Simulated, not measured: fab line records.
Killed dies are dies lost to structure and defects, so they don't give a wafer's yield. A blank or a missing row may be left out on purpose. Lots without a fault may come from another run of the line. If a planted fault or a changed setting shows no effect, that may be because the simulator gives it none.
Which tool was responsible?	flow n5-finfet	22 wafers from 9 lots sampled at 7 of the route's 1938 steps

WHAT EACH GAUGE READ, for each wafer
N5_BEOL_M0_SAQP_THK_MEAS_05.
lot	measured	on	thk-nm (nm)
L838	day 6 10:01	film-metro-01	60.0 60.5 60.3
L839	day 6 10:03	film-metro-02	59.2 59.2 59.4
L846	day 7 13:56	film-metro-01	59.2 59.8
L849	day 8 10:43	film-metro-01	59.8 59.3
L850	day 8 15:26	film-metro-01	58.7 60.9 60.1
L855	day 9 17:44	film-metro-01	58.5 77.1
L856	day 10 03:40	film-metro-02	58.8 76.5
L858	day 10 17:27	film-metro-01	59.8 77.8
L861	day 11 10:24	film-metro-02	59.4 60.0 62.0

N5_BEOL_M0_SAQP_INSPECT_16: inspects for defects (brightfield).
lot	measured	on	raw-defect-count
L838	day 6 10:34	defect-inspect-01	447 366 552
L839	day 6 10:43	defect-inspect-02	574 359 522
L846	day 7 14:21	defect-inspect-01	660 796
L849	day 8 11:10	defect-inspect-01	466 478
L850	day 8 15:50	defect-inspect-02	344 654 665
L855	day 9 18:19	defect-inspect-02	341 544
L856	day 10 04:05	defect-inspect-01	430 521
L858	day 10 17:59	defect-inspect-01	682 691
L861	day 11 10:56	defect-inspect-02	619 675 475

N5_BEOL_M4_RC_MEAS_101.
lot	measured	on	DIBL_N (mV/V)	DIBL_P (mV/V)	IOFF_N (nA/um)	IOFF_P (nA/um)	ION_N (uA/um)	ION_P (uA/um)	SS_N (mV/dec)	SS_P (mV/dec)	VT_N (mV)	VT_P (mV)
L838	day 8 23:01	prober-02	35.5 38.1 38.1	34.9 37.4 38.4	0.14 0.18 0.19	0.22 0.26 0.28	681 683 691	465 468 471	71.0 71.8 71.3	73.4 73.6 73.9	248 248 245	-249 -246 -247
L839	day 8 21:14	prober-01	33.9 32.7 35.4	33.3 31.5 35.5	0.14 0.12 0.15	0.19 0.17 0.21	673 665 683	461 459 467	71.0 70.9 70.4	73.1 72.2 72.8	248 252 249	-250 -253 -249
L846	day 9 18:01	prober-01	37.9 38.0	40.0 40.4	0.17 0.19	0.19 0.20	677 688	452 453	72.1 72.6	74.2 74.5	251 248	-259 -258
L849	day 11 10:43	prober-01	33.8 33.5	34.2 33.8	0.14 0.14	0.20 0.19	687 684	469 473	71.0 70.9	72.1 73.0	248 249	-251 -251
L850	day 11 11:38	prober-01	35.9 36.5 36.0	35.8 36.3 35.3	0.15 0.14 0.14	0.22 0.21 0.21	681 679 677	470 469 469	71.1 71.9 71.3	73.0 73.3 73.0	249 252 253	-252 -250 -247
L855	day 12 03:39	prober-01	34.1 34.0	33.0 33.6	0.11 0.11	0.14 0.15	664 664	456 462	71.0 70.4	72.5 71.6	254 254	-258 -254
L856	day 12 16:13	prober-02	39.7 36.5	41.2 37.4	0.23 0.15	0.28 0.20	703 681	477 469	72.0 71.9	73.9 72.5	244 249	-247 -250
L858	day 13 18:50	prober-02	37.2 38.1	38.2 39.5	0.18 0.20	0.23 0.25	680 699	464 476	71.8 71.8	74.4 74.7	249 245	-252 -249
L861	day 14 04:23	prober-01	37.0 36.6 38.6	37.6 37.2 39.7	0.16 0.17 0.20	0.22 0.22 0.27	687 683 688	469 462 470	71.7 71.3 72.0	73.4 73.8 74.9	250 247 245	-251 -252 -249

EACH LOT AND THE TOOL THAT RAN IT (in order: tool; ch and the chambers of the sampled wafers; start)
lot	N5_MOL_CONTACT_COAG_ETCH_67	N5_BEOL_M0_SAQP_PECVD_03	N5_BEOL_M0_SAQP_PECVD_04	N5_BEOL_M0_SAQP_MANDREL_ETCH_20
L838	rie-diel-05 ch 1,2, day 5 06:30	pecvd-04 ch 0,2, day 6 09:49	pecvd-04 ch 0,2, day 6 09:55	rie-si-04 ch 1,2,3, day 6 10:58
L839	rie-diel-01 ch 3, day 5 07:28	pecvd-01 ch 0,2, day 6 09:50	pecvd-01 ch 0,2, day 6 09:58	rie-si-01 ch 0,2,3, day 6 11:14
L846	rie-diel-01 ch 1,2, day 7 05:29	pecvd-01 ch 0, day 7 13:44	pecvd-01 ch 0, day 7 13:50	rie-si-04 ch 1,2, day 7 14:50
L849	rie-diel-05 ch 1, day 8 02:26	pecvd-04 ch 0,2, day 8 10:30	pecvd-04 ch 0,2, day 8 10:37	rie-si-04 ch 0,3, day 8 11:32
L850	rie-diel-06 ch 1,2, day 8 06:50	pecvd-04 ch 0,2, day 8 15:12	pecvd-04 ch 0,2, day 8 15:19	rie-si-02 ch 0,1,2, day 8 16:23
L855	rie-diel-01 ch 0, day 9 10:23	pecvd-04 ch 0,1, day 9 17:31	pecvd-04 ch 0,1, day 9 17:38	rie-si-01 ch 0,2, day 9 18:57
L856	rie-diel-06 ch 1,2, day 9 19:16	pecvd-04 ch 0,2, day 10 03:27	pecvd-04 ch 0,2, day 10 03:34	rie-si-04 ch 0,2, day 10 04:24
L858	rie-diel-05 ch 1,2, day 10 12:17	pecvd-04 ch 0,1, day 10 17:14	pecvd-04 ch 0,1, day 10 17:21	rie-si-02 ch 0, day 10 18:40
L861	rie-diel-05 ch 0,1,3, day 11 03:49	pecvd-03 ch 1,2, day 11 10:11	pecvd-03 ch 1,2, day 11 10:19	rie-si-04 ch 0,2,3, day 11 11:32
- N5_MOL_CONTACT_COAG_ETCH_67: etches SOC in N2/H2, target depth 60 nm, overetch 21 nm, time 101.2 s.
- N5_BEOL_M0_SAQP_PECVD_03: deposits SiCN from 3MS/NH3, target thk 12 nm, time 21.1 s.
- N5_BEOL_M0_SAQP_PECVD_04: deposits a-Si from SiH4/He, target thk 60 nm, time 60.2 s.
- N5_BEOL_M0_SAQP_MANDREL_ETCH_20: etches a-Si in HBr/Cl2, stops on SiNx, target depth 60 nm, bt time 10 s, time 30 s.

WHAT THE TOOLS THEMSELVES READ (means of the sampled wafers that have a number; where no wafer has one, the mark that the record gives instead)
N5_MOL_CONTACT_COAG_ETCH_67.
lot	tool	drypump-motor-current-A (A)	h2-flow-sccm (sccm)	oes-product-au (a.u.)	rf-vpp-V (V)	showerhead-plenum-p-Torr (Torr)	throttle-valve-pct (%)
L838	rie-diel-05	5.8	199.8	0.79	522.4	2.49	17.77
L839	rie-diel-01	5.6	199.8	0.59	527.1	2.63	17.96
L846	rie-diel-01	5.5	200.4	0.75	524.6	2.58	17.64
L849	rie-diel-05	5.9	199.6	0.76	522.5	2.47	17.81
L850	rie-diel-06	5.6	199.5	0.68	525.3	2.60	17.74
L855	rie-diel-01	5.4	199.2	0.71	524.8	2.56	17.61
L856	rie-diel-06	5.7	199.6	0.65	523.4	2.54	17.81
L858	rie-diel-05	5.8	199.9	0.72	522.1	2.46	17.86
L861	rie-diel-05	5.9	200.4	0.72	523.4	2.55	17.74

N5_BEOL_M0_SAQP_PECVD_03.
lot	tool	chamber-pressure-Torr (Torr)	showerhead-plenum-p-Torr (Torr)	throttle-valve-pct (%)
L838	pecvd-04	2.992	3.670	8.9
L839	pecvd-01	3.004	3.653	9.0
L846	pecvd-01	3.005	3.658	8.7
L849	pecvd-04	3.004	3.655	8.8
L850	pecvd-04	2.999	3.669	8.6
L855	pecvd-04	3.008	3.678	9.1
L856	pecvd-04	3.002	3.671	8.6
L858	pecvd-04	2.997	3.675	9.2
L861	pecvd-03	3.001	3.670	8.9

N5_BEOL_M0_SAQP_PECVD_04.
lot	tool	chamber-pressure-Torr (Torr)	heater-power-w (W)	showerhead-plenum-p-Torr (Torr)	throttle-valve-pct (%)
L838	pecvd-04	3.000	640	5.68	17.9
L839	pecvd-01	3.002	691	5.63	18.0
L846	pecvd-01	2.993	648	5.64	17.4
L849	pecvd-04	2.998	664	5.69	17.6
L850	pecvd-04	3.009	620	5.69	16.8
L855	pecvd-04	3.006	671	5.71	18.4
L856	pecvd-04	3.006	616	5.69	17.4
L858	pecvd-04	3.006	706	5.71	18.4
L861	pecvd-03	3.005	651	5.69	17.7

N5_BEOL_M0_SAQP_MANDREL_ETCH_20.
lot	tool	drypump-motor-current-A (A)	mfc-cl2-sccm (sccm)	oes-product-au (a.u.)	throttle-valve-pct (%)
L838	rie-si-04	6.1	79.85	0.765	35.3
L839	rie-si-01	6.0	80.03	0.759	35.8
L846	rie-si-04	6.2	80.16	0.758	35.5
L849	rie-si-04	5.8	80.09	0.760	35.2
L850	rie-si-02	5.8	79.97	0.776	35.1
L855	rie-si-01	5.8	80.07	0.836	35.4
L856	rie-si-04	5.8	79.69	0.814	35.4
L858	rie-si-02	6.0	80.25	0.864	35.1
L861	rie-si-04	5.9	79.88	0.762	35.3

THE ANSWER, worked out from the rows above alone
Rule: what is usual is taken from the lots themselves. Put in order of their means at a reading, lots are off if they are a third of the lots or fewer, leave a main group of 4 or more, and stand apart from it by a gap of 3 or more times the standard deviation of the main group's means; of several such gaps the widest counts. A main group whose means are all the same, to the digits that the tables above print for the reading, isn't used. Also off: a lot with no number at a reading for which 4 or more lots have one. Any other lot the step has rows for is counted as sound. Order of review: gauges by route order, followed by the tools' own readings, for which a lot's mean as printed above is used. At the first step where some lot is off, the reading lying furthest off is the one used; lots without a number count as furthest.
Off at N5_BEOL_M0_SAQP_THK_MEAS_05 (thk-nm): L855, L856, L858. For the main group the mean is 59.8 nm and the standard deviation 0.43.
A tool fits if, at a process step before that reading, it ran every lot that is off, and no sound lot after the first of them. Not tried: the gauges at N5_BEOL_M0_SAQP_THK_MEAS_05; whatever is off there is also off at N5_BEOL_M0_SAQP_MANDREL_ETCH_20, on other tools, and gauge error can't account for it. One candidate fits, namely pecvd-04 at N5_BEOL_M0_SAQP_PECVD_03 and N5_BEOL_M0_SAQP_PECVD_04. At N5_BEOL_M0_SAQP_PECVD_03 its last sound lot is L850 (day 8 15:12), its first lot that is off L855 (day 9 17:31): a fault that began between those two fits.

WHAT WAS PUT IN BY THE SIMULATOR
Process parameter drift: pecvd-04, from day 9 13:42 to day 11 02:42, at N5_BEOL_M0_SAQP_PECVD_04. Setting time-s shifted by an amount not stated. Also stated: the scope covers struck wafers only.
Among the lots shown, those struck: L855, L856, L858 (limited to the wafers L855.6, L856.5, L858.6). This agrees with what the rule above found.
